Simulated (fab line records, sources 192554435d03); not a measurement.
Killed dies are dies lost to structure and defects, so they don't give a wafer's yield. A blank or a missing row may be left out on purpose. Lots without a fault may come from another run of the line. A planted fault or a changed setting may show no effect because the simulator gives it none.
Chamber matching | flow n5_finfet | N5_BEOL_M2_DEP_57 on pecvd-01: 3 sister chambers
The step deposits SiCN from 3MS/NH3, target thk 8 nm, time 14 s. 3 wafers are shown with their chamber, then 9 later ones without.

WAFERS WITH THEIR CHAMBER
wafer  | chamber | throttle_valve_pct (%)
L087.6 | 2       | 8.2
L091.4 | 1       | 9.3
L091.5 | 0       | 9.0

WAFERS WITHOUT THEIR CHAMBER
wafer  | throttle_valve_pct (%)
L095.2 | 9.5
L095.3 | 8.5
L095.5 | 9.4
L096.1 | 9.0
L096.2 | 8.6
L096.3 | 9.2
L096.4 | 8.4
L096.5 | 9.5
L096.6 | 8.8

WHICH CHAMBER EACH WENT THROUGH
wafer  | from the rows above          | in truth
L095.2 | can't be placed: 1 or 0      | 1
L095.3 | can't be placed: 2 or 0      | 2
L095.5 | can't be placed: 1 or 0      | 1
L096.1 | can't be placed: 0 or 1      | 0
L096.2 | can't be placed: 0 or 2 or 1 | 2
L096.3 | can't be placed: 1 or 0      | 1
L096.4 | can't be placed: 2 or 0      | 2
L096.5 | can't be placed: 1 or 0      | 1
L096.6 | can't be placed: 0 or 1 or 2 | 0
Placed correctly: 0 of 9. Can't be placed from these rows: 9 (the true chamber is among the candidates in 9). Placed wrongly: 0.
How it was worked out, from the rows above alone: a wafer's distance from a chamber is the root of the sum, over the readings, of the square of ((its reading less the chamber's mean) divided by the reading's scatter). The wafer belongs to the nearest chamber; if the next one is less than 2 further off, it can't be placed. A chamber's mean is the mean of its shown wafers. The scatter: with one shown wafer a chamber, the root of the mean of the squares of how far each hidden wafer lies from its nearest shown one.
